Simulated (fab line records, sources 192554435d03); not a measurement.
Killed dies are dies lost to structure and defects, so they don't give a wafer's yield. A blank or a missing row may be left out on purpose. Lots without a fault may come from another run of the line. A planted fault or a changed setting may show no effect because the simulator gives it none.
Chamber matching | flow n5_finfet | N5_BEOL_M10_VIA_ETCH_34 on rie_diel-04: 4 sister chambers
The step etches SiCOH lowk in C4F6/O2, target depth 184.5 nm, time 69.2 s. 4 wafers are shown with their chamber, then 7 later ones without.

WAFERS WITH THEIR CHAMBER
wafer  | chamber | throttle_valve_pct (%)
L089.6 | 2       | 20.5
L091.3 | 1       | 20.5
L093.2 | 3       | 21.0
L093.3 | 0       | 21.0

WAFERS WITHOUT THEIR CHAMBER
wafer  | throttle_valve_pct (%)
L093.4 | 20.5
L081.1 | 20.6
L081.4 | 20.6
L081.5 | 20.6
L097.2 | 20.5
L097.3 | 20.6
L097.5 | 20.6

WHICH CHAMBER EACH WENT THROUGH
wafer  | from the rows above     | in truth
L093.4 | can't be placed: 1 or 2 | 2
L081.1 | can't be placed: 1 or 2 | 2
L081.4 | can't be placed: 1 or 2 | 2
L081.5 | can't be placed: 1 or 2 | 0
L097.2 | can't be placed: 1 or 2 | 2
L097.3 | can't be placed: 1 or 2 | 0
L097.5 | can't be placed: 1 or 2 | 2
Placed correctly: 0 of 7. Can't be placed from these rows: 7 (the true chamber is among the candidates in 5). Placed wrongly: 0.
How it was worked out, from the rows above alone: a wafer's distance from a chamber is the root of the sum, over the readings, of the square of ((its reading less the chamber's mean) divided by the reading's scatter). The wafer belongs to the nearest chamber; if the next one is less than 2 further off, it can't be placed. A chamber's mean is the mean of its shown wafers. The scatter: with one shown wafer a chamber, the root of the mean of the squares of how far each hidden wafer lies from its nearest shown one.
